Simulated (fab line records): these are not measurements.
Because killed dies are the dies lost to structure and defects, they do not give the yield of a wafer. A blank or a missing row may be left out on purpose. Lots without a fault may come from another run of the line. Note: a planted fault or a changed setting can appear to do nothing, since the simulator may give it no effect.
Code-filled problem report in 8D (eight disciplines) form :: flow n5-finfet :: the parts of the form that need people (team, actions taken, sign-off) are left out

## 1. WHAT WENT WRONG
Mean of killed-at-contacts at N5_PASSIVATION_PROBE_49: 104 across 6 wafers in 2 lots; on wafers with no fault it is 12 (standard deviation 6). Relative to the usual mean, that is a shift of +15 standard deviations.
The first sign was on wafer L108.3 at day 17 13:26, on prober-01. At this step, 17 wafers from 6 lots have a number in the record. By rule, "out" or "out of limits" means more than 4 standard deviations away from the usual mean. Any other wafer with a number is counted as sound.

## 2. WHAT IT IS, WHAT IT ISN'T
question: which readings at this step
is: killed-at-contacts, defect-limited-yield, sort_bin_5_function, sort-yield-pct
is not: killed_at_M0_to_M3, killed_at_M4_up, killed-at-front-end, killed-at-other, killed-open, killed-short

question: which lots
is: L108, L110
is not: L101, L102, L116, L999

question: which wafers of those lots
is: all that have a number
is not: -

question: read on which tools
is: prober-01, prober-02
is not: -

question: when
is: from day 17 13:26
is not: up to then (9 sound wafers); but 2 sound wafers of L116 came after

## 3. SUSPECTS, AND WHAT RULES EACH OUT
Counting: a tool stays on the suspect list if, at a process step up to the reading, it processed all lots that are out and no sound lot following the first of them.
- rie-diel-04 at N5_MOL_CONTACT_COAG_ETCH_67 (etches SOC in N2/H2, target depth 60 nm, overetch 21 nm, time 101.2 s): kept. It processed each lot that is out, first L108 at day 7 23:54, and no sound lot thereafter; up to then, the last sound lot it processed was L101 at day 5 22:43.
Remaining after the count: rie-diel-04 at N5_MOL_CONTACT_COAG_ETCH_67.

## 4. THE CAUSE (what the simulator had put in)
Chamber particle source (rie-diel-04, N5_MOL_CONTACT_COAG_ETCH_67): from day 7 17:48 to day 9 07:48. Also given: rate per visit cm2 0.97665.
Counting left only this tool.

## 5. THE CHAIN OF EFFECTS, in route order
Each row: a reading where the mean over the struck wafers with a number is more than 3 standard deviations away from the usual. Readings are gone through only where the record gives a usual standard deviation; hours: the median, over the lots, of the time from a lot's start at the first step in this table giving one to that lot's start at this step; sigmas: the change measured in usual standard deviations.
hours: 0
step: N5_PASSIVATION_PROBE_49
reading: defect-limited-yield
usual: 91.3 %
on struck wafers: 84.2
change: -7.0
sigmas: -5.0

hours: 0
step: N5_PASSIVATION_PROBE_49
reading: killed-at-contacts
usual: 12
on struck wafers: 104
change: +92
sigmas: +15

hours: 0
step: N5_PASSIVATION_PROBE_49
reading: killed-dies
usual: 103
on struck wafers: 186
change: +83
sigmas: +4.9

hours: 0
step: N5_PASSIVATION_PROBE_49
reading: killed-on-rim
usual: 13
on struck wafers: 26
change: +13
sigmas: +3.1

hours: 0
step: N5_PASSIVATION_PROBE_49
reading: sort_bin_5_function
usual: 5.1 %
on struck wafers: 9.9
change: +4.8
sigmas: +4.9

hours: 0
step: N5_PASSIVATION_PROBE_49
reading: sort-n-pass
usual: 1077
on struck wafers: 994
change: -83
sigmas: -4.9

hours: 0
step: N5_PASSIVATION_PROBE_49
reading: sort-yield-pct
usual: 91.2 %
on struck wafers: 84.2
change: -7.0
sigmas: -5.0
Its process steps:
- N5_PASSIVATION_PROBE_49

## 6. HOW IT WOULD HAVE BEEN CAUGHT EARLIER
236 hours passed between the start of the fault at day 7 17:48 and the first reading out of limits in this record, taken at day 17 13:26.
No tool reading at N5_MOL_CONTACT_COAG_ETCH_67 that has a usual standard deviation in the record was out on any struck wafer, so an alarm limit of 4 standard deviations on those readings would not have fired.
By day 17 13:26 the whole set of lots that are out, 2 in number, had already begun N5_MOL_CONTACT_COAG_ETCH_67 on rie-diel-04. None of them would have been spared by holding the tool at that moment.
